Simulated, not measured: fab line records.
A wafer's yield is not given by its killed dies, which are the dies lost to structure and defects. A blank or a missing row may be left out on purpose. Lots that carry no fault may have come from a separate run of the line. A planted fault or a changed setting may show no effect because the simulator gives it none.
Chamber matching / flow n5-finfet / N5_MOL_CONTACT_COAG_ALD_133 on ald-sin-02: 4 sister chambers
The step deposits SiO2, target thk 5 nm, pulse time 1 s, co reactant pulse time 1 s. 7 wafers are shown with their chamber, then 7 later ones without.

== WAFERS PAIRED WITH THEIR CHAMBERS ==
wafer=L082.5; chamber=3; heater-power-outer-w (W)=40; heater-power-w (W)=73
wafer=L082.6; chamber=0; heater-power-outer-w (W)=39; heater-power-w (W)=75
wafer=L083.3; chamber=3; heater-power-outer-w (W)=41; heater-power-w (W)=74
wafer=L083.4; chamber=0; heater-power-outer-w (W)=40; heater-power-w (W)=76
wafer=L083.6; chamber=1; heater-power-outer-w (W)=48; heater-power-w (W)=86
wafer=L088.1; chamber=2; heater-power-outer-w (W)=35; heater-power-w (W)=66
wafer=L088.3; chamber=1; heater-power-outer-w (W)=48; heater-power-w (W)=88

== WAFERS WITH NO CHAMBER GIVEN ==
wafer=L088.6; heater-power-outer-w (W)=39; heater-power-w (W)=73
wafer=L090.2; heater-power-outer-w (W)=47; heater-power-w (W)=89
wafer=L090.4; heater-power-outer-w (W)=40; heater-power-w (W)=73
wafer=L090.6; heater-power-outer-w (W)=39; heater-power-w (W)=76
wafer=L093.2; heater-power-outer-w (W)=48; heater-power-w (W)=88
wafer=L093.4; heater-power-outer-w (W)=39; heater-power-w (W)=76
wafer=L093.5; heater-power-outer-w (W)=35; heater-power-w (W)=65

== THE CHAMBER EACH PASSED THROUGH ==
wafer=L088.6; from the rows above=can't be placed: 0 or 3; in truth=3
wafer=L090.2; from the rows above=1; in truth=1
wafer=L090.4; from the rows above=can't be placed: 3 or 0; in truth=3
wafer=L090.6; from the rows above=0; in truth=0
wafer=L093.2; from the rows above=1; in truth=1
wafer=L093.4; from the rows above=0; in truth=0
wafer=L093.5; from the rows above=2; in truth=2
5 of 7 placed correctly. Unplaceable from these rows: 2, with the true chamber sitting among the candidates in 2. Number placed wrongly: 0.
How it was worked out, from the rows above alone: a wafer's distance from a chamber is the root of the sum, over the readings, of the square of ((its reading less the chamber's mean) divided by the reading's scatter). The wafer belongs to the nearest chamber; if the next one is less than 2 further off, it can't be placed. A chamber's mean is the mean of its shown wafers. The scatter: the root of (the sum of the squares of (reading less its chamber's mean) over the shown wafers, divided by (wafers less chambers)).
